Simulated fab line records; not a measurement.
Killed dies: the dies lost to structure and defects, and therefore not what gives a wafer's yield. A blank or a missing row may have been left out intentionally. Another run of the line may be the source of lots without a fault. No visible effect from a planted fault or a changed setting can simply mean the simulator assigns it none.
fab line records	flow nand-harc
record lots=7	wafers=19	last-day=31
route steps=1302 shown P_GATE@136
lots with no fault: from the same line, run without faults
start-h: hours from the record's first day to the start of the lot's first wafer shown	wait-h: hours elapsed since this lot's preceding step	" the same as in the row above	L1.1+2: one row covering several wafers at once	- no value, or no start was given	* or withheld: withheld	< > ~ a bound
route shown NAME@n: NAME is a module with steps in the file, n the number in the route of the first one	usual: mean and standard deviation over wafers with no fault	same: alike in all rows	chamber/n: place in a boat	sites: each site's reading	_std_site: their standard deviation	_edge_site: the outer-site mean with the inner-site mean subtracted	radius-mm: how far each site lies from the wafer's centre	mask NAME#n: copy n	behind: the last tool/chamber to shape the wafer	hold: reason for holding the lot/hours on hold/outcome of the hold	device: which transistor (n, p or np) failed to switch	end of line: the route-end tests of the same wafers	a step given without rows: its recipe and nothing more	killed: the dies lost at the first sort to structure and to defects; this is not the yield of the wafer	map: shows each die of a wafer: x if killed, . if not, _ if none is there
set.NAME: the setting that was run; set.NAME@STEP: the one run at that earlier step	model.NAME: the simulator's own value behind a step, which no gauge read
a table for each step, a row for each wafer; lots at some steps of the route
services: when a tool's chamber went out of use (start-h, in hours from the record's first day, below 0 if earlier), for how many hours, and the reason
## steps
# step NHARC_P_GATE_SOFTBAKE_21
# recipe temp-c=105	time-s=55
# step NHARC_P_GATE_EBR_22
# step NHARC_P_GATE_EXPOSE_23
# recipe na=1.35	target-cd-nm=120	dose-mj=93.91	mask-id=P_GATE
# step NHARC_P_GATE_PEB_24
# recipe peb-temp-c=100	peb-time-s=65
# step NHARC_P_GATE_DEVELOP_25
# recipe develop-time-s=35	dev-temp-c=23
# step NHARC_P_GATE_CD_MEAS_26
# recipe target-cd-nm=120	landing-energy-ev=500
# usual cd-nm=120.2/0.83
lot.wafer	tool	chamber	start-h	wait-h	cd-nm
L126.1	cd-sem-01	0	148.06	-	119.4
L126.4	"	0	"	"	119.3
L126.5	"	0	"	"	119.5
L127.2	cd-sem-01	0	158.96	-	121.0
L127.3	"	0	"	"	120.2
L127.5	"	0	"	"	121.0
L129.3	cd-sem-03	0	176.19	-	119.1
L129.5	"	0	"	"	119.7
L129.6	"	0	"	"	119.4
L131.1	cd-sem-02	0	193.05	-	121.3
L131.2	"	0	"	"	121.7
L131.4	"	0	"	"	121.8
L135.1	cd-sem-01	0	240.20	-	119.6
L135.4	"	0	"	"	118.7
L138.1	cd-sem-01	0	271.07	-	119.5
L138.4	"	0	"	"	120.4
L139.2	cd-sem-02	0	275.74	-	119.6
L139.3	"	0	"	"	119.8
L139.6	"	0	"	"	120.0
# step NHARC_P_GATE_OVL_MEAS_27
# usual overlay-x-nm=0.3/0.81	overlay-y-nm=0.3/0.85
lot.wafer	tool	chamber	start-h	wait-h	overlay-x-nm	overlay-y-nm
L126.1	overlay-01	-	148.15	-	-0.1	1.0
L126.4	"	-	"	"	-0.6	1.1
L126.5	"	-	"	"	-0.6	0.7
L127.2	overlay-02	-	159.05	-	0.6	-0.2
L127.3	"	-	"	"	0.7	-0.5
L127.5	"	-	"	"	0.1	-1.1
L129.3	overlay-01	-	176.27	-	-0.4	-0.5
L129.5	"	-	"	"	0.7	-0.3
L129.6	"	-	"	"	0.0	-0.3
L131.1	overlay-01	-	193.14	-	1.2	-0.3
L131.2	"	-	"	"	0.1	-1.0
L131.4	"	-	"	"	0.6	-0.6
L135.1	overlay-01	-	240.29	-	0.0	0.4
L135.4	"	-	"	"	0.1	0.6
L138.1	overlay-02	-	271.16	-	0.1	0.6
L138.4	"	-	"	"	0.0	0.4
L139.2	overlay-01	-	275.82	-	1.0	0.4
L139.3	"	-	"	"	0.8	0.7
L139.6	"	-	"	"	0.3	0.8
# step NHARC_P_GATE_INSPECT_28
# usual raw-defect-count=6.0/2.9
lot.wafer	tool	chamber	start-h	wait-h	raw-defect-count
L126.1	defect-inspect-02	-	148.18	0.0	9
L126.4	"	-	"	"	5
L126.5	"	-	"	"	9
L127.2	defect-inspect-01	-	159.09	0.0	8
L127.3	"	-	"	"	5
L127.5	"	-	"	"	3
L129.3	defect-inspect-02	-	176.31	0.0	3
L129.5	"	-	"	"	7
L129.6	"	-	"	"	5
L131.1	defect-inspect-02	-	193.18	0.0	2
L131.2	"	-	"	"	4
L131.4	"	-	"	"	4
L135.1	defect-inspect-02	-	240.32	0.0	11
L135.4	"	-	"	"	9
L138.1	defect-inspect-02	-	271.20	0.0	8
L138.4	"	-	"	"	13
L139.2	defect-inspect-01	-	275.86	0.0	4
L139.3	"	-	"	"	2
L139.6	"	-	"	"	11
# step NHARC_P_GATE_DESCUM_31
# recipe time-s=3	o2-flow-sccm=200	ar-flow-sccm=0	bias-power-w=0	chemistry=O2
# usual drypump-motor-current-A=5.8/0.39	oes-product-au=1.001/0.0097	rf-vpp-V=57.7/0.87	showerhead-plenum-p-Torr=1.91/0.08	throttle-valve-pct=11.312/0.0089
lot.wafer	tool	chamber	start-h	wait-h	drypump-motor-current-A	oes-product-au	rf-hours-counter-h	rf-vpp-V	showerhead-plenum-p-Torr	throttle-valve-pct
L126.1	rie-diel-02	3	148.25	0.1	5.8	1.000	5.1	56.1	1.96	11.309
L126.4	"	3	"	"	5.8	0.997	-	57.3	1.96	11.314
L126.5	"	2	"	"	5.9	0.993	-	57.6	1.84	11.305
L127.2	rie-diel-02	3	159.15	0.1	5.8	0.994	5.2	57.4	1.96	11.305
L127.3	"	0	"	"	5.8	0.997	5.2	58.1	2.03	11.321
L127.5	"	0	"	"	5.8	0.995	-	57.8	2.03	11.311
L129.3	rie-diel-02	3	176.37	0.1	5.8	0.992	5.5	57.7	1.96	11.311
L129.5	"	3	"	"	5.8	0.989	-	59.3	1.96	11.304
L129.6	"	0	"	"	5.7	1.005	-	58.5	2.03	11.314
L131.1	rie-diel-06	2	193.24	0.1	5.9	1.009	3.9	57.1	1.88	11.315
L131.2	"	3	"	"	5.4	0.997	3.5	56.9	1.96	11.309
L131.4	"	1	"	"	6.0	1.006	3.1	55.5	1.81	11.308
L135.4	rie-diel-06	0	240.39	0.1	6.6	1.002	7.0	58.2	1.80	11.311
L135.1	"	2	"	"	5.9	1.015	8.2	58.1	1.88	11.306
L138.4	rie-diel-06	2	271.26	0.1	5.9	1.009	9.5	57.1	1.88	11.323
L138.1	"	3	"	"	5.4	1.002	9.8	57.9	1.96	11.313
L139.3	rie-diel-06	2	275.92	0.1	5.9	0.997	9.6	57.4	1.88	11.298
L139.2	"	0	"	"	6.6	1.012	9.1	56.7	1.80	11.298
L139.6	"	3	"	"	5.4	0.976	-	58.3	1.96	11.302
# step NHARC_P_GATE_ETCH_104
# recipe target-depth-a=600	time-s=withheld	cf4-flow-sccm=100	chf3-flow-sccm=30	ar-flow-sccm=0	rf-w=500	bias-w=200	chemistry=CF4/CHF3
# usual drypump-motor-current-A=5.8/0.38	oes-product-au=0.955/0.021	rf-fwd-power-W=491.6/2.6	rf-vpp-V=370.4/2.3	showerhead-plenum-p-Torr=1.57/0.063	throttle-valve-pct=16.802/0.0082
lot.wafer	tool	chamber	start-h	wait-h	drypump-motor-current-A	oes-product-au	rf-fwd-power-W	rf-vpp-V	showerhead-plenum-p-Torr	throttle-valve-pct
L126.1	rie-diel-02	2	148.35	0.1	5.9	0.919	490.5	367.4	1.52	16.803
L126.4	"	0	"	"	5.8	0.915	494.0	373.6	1.67	16.800
L126.5	"	3	"	"	5.8	0.919	495.2	372.2	1.61	16.813
L127.3	rie-diel-02	3	159.24	0.1	5.8	0.935	495.7	371.0	1.61	16.808
L127.2	"	0	"	"	5.7	0.937	490.4	371.5	1.67	16.799
L127.5	"	1	"	"	5.6	0.929	490.2	373.4	1.63	16.788
L129.3	rie-diel-02	2	176.46	0.1	5.9	0.941	491.7	368.1	1.52	16.806
L129.5	"	1	"	"	5.6	0.911	494.5	372.6	1.63	16.802
L129.6	"	2	"	"	5.9	0.928	492.6	369.1	1.52	16.808
L131.1	rie-diel-06	2	193.32	0.1	5.9	0.929	493.9	369.1	1.55	16.807
L131.2	"	3	"	"	5.5	0.931	488.4	372.7	1.61	16.801
L131.4	"	1	"	"	5.9	0.942	492.6	367.0	1.49	16.794
L135.4	rie-diel-06	1	240.47	0.1	5.9	0.960	495.1	367.1	1.49	16.814
L135.1	"	2	"	"	5.9	0.979	487.8	369.2	1.55	16.803
L138.1	rie-diel-06	3	271.34	0.1	5.4	0.966	491.8	372.9	1.61	16.809
L138.4	"	1	"	"	5.9	0.958	491.8	367.7	1.49	16.797
L139.3	rie-diel-06	0	276.01	0.1	6.6	0.976	491.1	368.6	1.49	16.801
L139.2	"	3	"	"	5.4	0.950	494.9	372.0	1.61	16.797
L139.6	"	0	"	"	6.6	0.977	489.1	366.7	1.49	16.802
# step NHARC_P_GATE_HM_OPEN_105
# recipe target-depth-a=3600	o2-flow-sccm=400	cos-flow-sccm=20	ar-flow-sccm=0	rf-w=500	bias-w=300	chemistry=O2/COS
# usual drypump-motor-current-A=5.9/0.4	oes-product-au=1.000/0.0098	rf-fwd-power-W=497.8/1.7	rf-vpp-V=466.7/2.8	showerhead-plenum-p-Torr=3.10/0.12	throttle-valve-pct=28.331/0.0088
lot.wafer	tool	chamber	start-h	wait-h	drypump-motor-current-A	oes-product-au	rf-fwd-power-W	rf-hours-counter-h	rf-vpp-V	showerhead-plenum-p-Torr	throttle-valve-pct
L126.1	rie-diel-02	3	-	-	5.8	0.994	498.3	5.1	469.6	3.19	28.321
L126.4	"	2	"	"	5.9	0.994	497.9	-	463.8	3.01	28.328
L126.5	"	3	"	"	5.8	0.980	499.2	-	467.8	3.19	28.331
L127.2	rie-diel-02	2	-	-	5.9	0.990	499.0	6.4	464.6	3.01	28.335
L127.3	"	0	"	"	5.7	0.996	497.4	5.3	470.5	3.30	28.338
L127.5	"	1	"	"	5.6	0.998	498.4	-	468.9	3.23	28.328
L129.3	rie-diel-02	1	-	-	5.6	0.982	497.6	6.4	469.2	3.23	28.334
L129.6	"	2	"	"	5.9	1.005	498.4	-	463.3	3.01	28.341
L129.5	"	3	"	"	5.8	0.982	499.8	-	467.8	3.19	28.333
L131.4	rie-diel-06	1	-	-	5.9	1.010	496.7	3.1	464.5	2.96	28.312
L131.2	"	2	"	"	5.9	1.009	497.8	3.9	465.8	3.07	28.327
L131.1	"	3	"	"	5.4	0.995	497.9	3.5	469.5	3.19	28.312
L135.4	rie-diel-06	1	-	-	5.9	1.013	496.9	6.1	463.3	2.96	28.324
L135.1	"	3	"	"	5.4	1.016	496.5	8.1	469.0	3.19	28.327
L138.1	rie-diel-06	1	-	-	5.9	0.990	496.4	7.7	464.5	2.96	28.335
L138.4	"	2	"	"	5.9	1.011	496.1	9.5	466.3	3.07	28.333
L139.3	rie-diel-06	0	-	-	6.6	1.000	496.1	9.1	464.2	2.95	28.347
L139.2	"	3	"	"	5.4	1.000	498.3	9.9	468.3	3.19	28.338
L139.6	"	1	"	"	5.9	1.008	501.5	-	464.2	2.96	28.336
# step NHARC_P_GATE_STRIP_106
# recipe o2-flow-sccm=400	cos-flow-sccm=20	ar-flow-sccm=0	bias-w=0	chemistry=O2/COS
# step NHARC_P_GATE_ETCH_114
# recipe target-depth-a=300	overetch-a=30	time-s=16.5	ion-energy-ev=100	cf4-flow-sccm=80	o2-flow-sccm=20	ar-flow-sccm=0	rf-w=300	bias-w=100	chemistry=CF4/O2
# usual drypump-motor-current-A=5.9/0.4	oes-product-au=1.000/0.011	rf-fwd-power-W=293.1/1.2	rf-vpp-V=197.5/1.5	showerhead-plenum-p-Torr=1.33/0.058	throttle-valve-pct=13.398/0.0078
lot.wafer	tool	chamber	start-h	wait-h	drypump-motor-current-A	oes-product-au	rf-fwd-power-W	rf-hours-counter-h	rf-vpp-V	showerhead-plenum-p-Torr	throttle-valve-pct
L126.1	rie-diel-02	0	148	-	5.8	0.996	293.0	5.2	200.4	1.42	13.396
L126.5	"	0	"	"	5.8	0.986	294.0	-	199.6	1.42	13.395
L126.4	"	2	"	"	5.9	0.987	291.5	-	197.4	1.29	13.386
L127.3	rie-diel-02	0	159	-	5.8	0.998	293.7	5.3	199.7	1.42	13.411
L127.2	"	1	"	"	5.6	0.994	293.9	6.1	199.4	1.38	13.404
L127.5	"	0	"	"	5.8	1.014	295.7	-	198.8	1.42	13.401
L129.3	rie-diel-02	3	176	-	5.8	0.988	294.7	5.6	198.7	1.36	13.394
L129.6	"	1	"	"	5.6	0.987	292.4	-	200.8	1.38	13.384
L129.5	"	2	"	"	5.9	0.989	294.0	-	195.3	1.28	13.412
L131.2	rie-diel-06	3	193	-	5.4	0.997	293.1	3.5	198.4	1.37	13.397
L131.1	"	1	"	"	5.9	0.998	294.6	3.1	196.2	1.26	13.385
L131.4	"	2	"	"	5.9	1.002	292.9	3.9	196.7	1.31	13.382
L135.4	rie-diel-06	1	240	-	5.9	0.896	292.6	6.1	196.3	1.26	13.405
L135.1	"	2	"	"	5.9	1.016	292.7	8.2	196.5	1.31	13.401
L138.1	rie-diel-06	1	271	-	5.9	0.988	294.5	7.7	196.5	1.26	13.398
L138.4	"	2	"	"	5.9	0.897	291.2	9.5	197.0	1.31	13.388
L139.2	rie-diel-06	2	276	-	5.9	0.905	293.2	9.7	197.5	1.31	13.417
L139.3	"	0	"	"	6.6	1.006	291.2	9.1	197.2	1.26	13.387
L139.6	"	2	"	"	5.8	1.003	293.1	-	196.8	1.31	13.398
# step NHARC_P_GATE_ETCH_32
# recipe target-depth-a=1500	over-etch-frac=1	over-etch-ion-energy-ev=40	time-s=100.1	hbr-flow-sccm=150	cl2-flow-sccm=50	rf-w=400	icp-w=400	bias-w=100	chemistry=HBr/Cl2
# usual drypump-motor-current-A=5.9/0.45	hbr-flow-sccm=150.0/0.42	oes-product-au=1.003/0.0094	rf-fwd-power-W=397.0/1.3	throttle-valve-pct=26.406/0.0099
# same over-etch-frac=1
lot.wafer	tool	chamber	start-h	wait-h	drypump-motor-current-A	hbr-flow-sccm	oes-product-au	rf-fwd-power-W	rf-hours-counter-h	throttle-valve-pct
L126.4	rie-si-02	0	148.77	-	6.0	149.8	0.980	397.1	0.3	26.419
L126.1	"	1	"	"	6.1	150.5	1.007	398.3	0.3	26.400
L126.5	"	1	"	"	6.1	151.0	1.003	397.6	-	26.405
L127.3	rie-si-03	1	159.61	-	5.8	149.9	1.018	399.3	0.6	26.418
L127.2	"	0	"	"	6.5	150.7	1.006	397.4	0.5	26.393
L127.5	"	1	"	"	5.8	150.0	1.009	396.4	-	26.414
L129.3	rie-si-03	3	176.87	-	5.6	149.6	0.992	396.9	0.7	26.388
L129.6	"	1	"	"	5.8	149.8	1.017	398.7	-	26.417
L129.5	"	2	"	"	5.1	149.8	1.011	397.7	-	26.410
L131.2	rie-si-04	1	193.70	-	5.6	150.3	1.022	397.1	0.1	26.406
L131.1	"	2	"	"	6.7	150.3	1.016	397.1	0.2	26.425
L131.4	"	3	"	"	6.7	150.1	1.016	397.0	0.2	26.390
L135.4	rie-si-03	2	240.85	-	5.1	149.3	1.008	396.9	0.0	26.408
L135.1	"	1	"	"	5.8	150.2	1.006	395.6	0.0	26.408
L138.4	rie-si-02	0	271.72	-	6.0	149.6	0.984	397.6	1.0	26.411
L138.1	"	3	"	"	5.8	151.0	1.003	398.5	0.9	26.406
L139.2	rie-si-02	1	276.40	-	6.1	149.9	1.007	395.4	1.1	26.412
L139.3	"	3	"	"	5.8	150.6	0.998	399.2	0.9	26.391
L139.6	"	1	"	"	6.1	149.6	1.009	397.0	-	26.410
## services
tool	chamber	start-h	hours	kind
rie-diel-06	-	130.20	9.0	pm
rie-diel-06	0	130.20	9.0	vent-cycle
rie-diel-06	1	130.20	9.0	vent-cycle
rie-diel-06	2	130.20	9.0	vent-cycle
rie-diel-06	3	130.20	9.0	vent-cycle
rie-diel-02	1	138.80	16.8	repair
rie-diel-06	0	139.20	-	clean
rie-diel-06	1	139.20	-	clean
rie-diel-06	2	139.20	-	clean
rie-diel-06	3	139.20	-	clean
rie-diel-06	0	163.73	-	clean
rie-diel-06	1	163.73	-	clean
rie-diel-06	2	163.73	-	clean
rie-diel-06	3	163.73	-	clean
rie-si-04	-	165.00	9.0	pm
rie-diel-06	0	188.23	-	clean
rie-diel-06	1	188.23	-	clean
rie-si-02	2	194.85	8.0	repair
rie-si-04	-	198.03	0.2	repair
rie-diel-02	2	200.61	24.7	repair
rie-diel-02	-	216.70	9.0	pm
rie-si-03	-	221.00	9.0	pm
rie-diel-06	1	228.87	3.5	repair
rie-si-04	-	250.44	1.1	repair
## key
first-sign step=NHARC_P_GATE_ETCH_114	reading=oes-product-au	direction=down	sigmas=9.3	usual=1.000	struck=0.899
effect none on later readings
met-at NHARC_P_GATE_ETCH_114
struck-wafers L135.4,L138.4,L139.2
later-rows-left-out L135.4,L138.4,L139.2
sort-left-out L135.4,L138.4,L139.2
tester-left-out L135,L138,L139
onset-between 193 240
fault kind=process-parameter-drift	tool=rie-diel-06	chamber=-	onset-h=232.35	steps=NHARC_P_GATE_ETCH_114	channel=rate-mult	offset=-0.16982	shape=step	end-h=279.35	scope=struck-wafers-only
# tester-left-out: of these lots the tester's yield and bins aren't shown, on N5 and GAA mostly nor the transistor test; their killed dies are dies lost to structure and defects alone, not to doping, threshold or leakage, so they don't give the yield
# sort-left-out: the simulated sort isn't trusted on such a fault, so these wafers' sort isn't shown, and their yield isn't known
# later-rows-left-out: the simulator's readings of these wafers behind a module that went badly wrong aren't trusted and aren't shown, but for the sort
